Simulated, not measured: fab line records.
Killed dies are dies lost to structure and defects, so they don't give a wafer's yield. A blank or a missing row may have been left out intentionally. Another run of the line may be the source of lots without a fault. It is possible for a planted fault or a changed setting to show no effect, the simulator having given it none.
Chamber matching / flow nandHarc / 4 sister chambers for NHARC_A_CHANNEL_FILL_D1_ALD_16 on aldHk-04
The step deposits SiO2, target thk 1.5 nm, pulse time 10 s, ald cycles 15. 22 wafers are shown with their chamber, then 11 later ones without.

EACH WAFER AND ITS CHAMBER
wafer=L076.1; chamber=0; heaterPowerW (W)=517; precursorPulseHeightRel=1.003
wafer=L076.3; chamber=2; heaterPowerW (W)=492; precursorPulseHeightRel=0.992
wafer=L076.4; chamber=3; heaterPowerW (W)=512; precursorPulseHeightRel=0.982
wafer=L075.3; chamber=2; heaterPowerW (W)=490; precursorPulseHeightRel=0.992
wafer=L075.4; chamber=3; heaterPowerW (W)=517; precursorPulseHeightRel=1.032
wafer=L075.5; chamber=0; heaterPowerW (W)=513; precursorPulseHeightRel=1.011
wafer=L078.1; chamber=0; heaterPowerW (W)=513; precursorPulseHeightRel=0.980
wafer=L078.2; chamber=1; heaterPowerW (W)=381; precursorPulseHeightRel=0.980
wafer=L078.4; chamber=3; heaterPowerW (W)=514; precursorPulseHeightRel=0.990
wafer=L085.2; chamber=1; heaterPowerW (W)=388; precursorPulseHeightRel=1.024
wafer=L085.4; chamber=3; heaterPowerW (W)=540; precursorPulseHeightRel=1.006
wafer=L085.6; chamber=1; heaterPowerW (W)=374; precursorPulseHeightRel=0.999
wafer=L087.2; chamber=2; heaterPowerW (W)=500; precursorPulseHeightRel=1.015
wafer=L087.4; chamber=0; heaterPowerW (W)=506; precursorPulseHeightRel=1.015
wafer=L087.6; chamber=2; heaterPowerW (W)=490; precursorPulseHeightRel=1.023
wafer=L086.2; chamber=3; heaterPowerW (W)=508; precursorPulseHeightRel=1.007
wafer=L086.3; chamber=2; heaterPowerW (W)=502; precursorPulseHeightRel=0.983
wafer=L086.6; chamber=1; heaterPowerW (W)=379; precursorPulseHeightRel=1.007
wafer=L088.1; chamber=2; heaterPowerW (W)=485; precursorPulseHeightRel=1.006
wafer=L088.2; chamber=1; heaterPowerW (W)=389; precursorPulseHeightRel=1.008
wafer=L088.5; chamber=1; heaterPowerW (W)=385; precursorPulseHeightRel=0.993
wafer=L092.1; chamber=2; heaterPowerW (W)=494; precursorPulseHeightRel=0.976

SIGNATURES, as means of the wafers listed above
reading=heaterPowerW; chamber 0=512.25; chamber 1=382.67; chamber 2=493.29; chamber 3=518.20; scatter within a chamber=7.74
reading=precursorPulseHeightRel; chamber 0=1.00225; chamber 1=1.00183; chamber 2=0.99814; chamber 3=1.00340; scatter within a chamber=0.0168
Rule: a wafer's distance from a chamber is the root of the sum, over the readings, of the square of ((its reading less the chamber's mean) divided by the reading's scatter). The wafer belongs to the nearest chamber; if the next one is less than 2 further off, it can't be placed. The scatter is the square root of a quotient: the sum, over the shown wafers, of each reading's squared deviation from its chamber's mean, divided by wafers minus chambers.

WAFERS WHOSE CHAMBER IS MISSING
wafer=L092.3; heaterPowerW (W)=516; precursorPulseHeightRel=1.005
wafer=L092.4; heaterPowerW (W)=374; precursorPulseHeightRel=0.969
wafer=L094.1; heaterPowerW (W)=391; precursorPulseHeightRel=0.969
wafer=L094.2; heaterPowerW (W)=509; precursorPulseHeightRel=0.981
wafer=L094.3; heaterPowerW (W)=524; precursorPulseHeightRel=0.984
wafer=L093.1; heaterPowerW (W)=503; precursorPulseHeightRel=1.011
wafer=L093.2; heaterPowerW (W)=517; precursorPulseHeightRel=0.982
wafer=L093.5; heaterPowerW (W)=525; precursorPulseHeightRel=0.986
wafer=L095.2; heaterPowerW (W)=525; precursorPulseHeightRel=0.999
wafer=L095.3; heaterPowerW (W)=531; precursorPulseHeightRel=1.031
wafer=L095.6; heaterPowerW (W)=514; precursorPulseHeightRel=0.999

EACH ONE'S CHAMBER
wafer=L092.3; from the rows above=can't be placed: 3 or 0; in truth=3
wafer=L092.4; from the rows above=1; in truth=1
wafer=L094.1; from the rows above=1; in truth=1
wafer=L094.2; from the rows above=can't be placed: 0 or 3 or 2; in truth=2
wafer=L094.3; from the rows above=can't be placed: 3 or 0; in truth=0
wafer=L093.1; from the rows above=can't be placed: 0 or 2 or 3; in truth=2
wafer=L093.2; from the rows above=can't be placed: 3 or 0 or 2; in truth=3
wafer=L093.5; from the rows above=can't be placed: 3 or 0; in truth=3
wafer=L095.2; from the rows above=can't be placed: 3 or 0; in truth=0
wafer=L095.3; from the rows above=can't be placed: 3 or 0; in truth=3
wafer=L095.6; from the rows above=can't be placed: 0 or 3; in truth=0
2 of 11 placed correctly. Cannot be placed on the basis of these rows: 9; the candidates contain the true chamber in 9. Placed wrongly: 0.
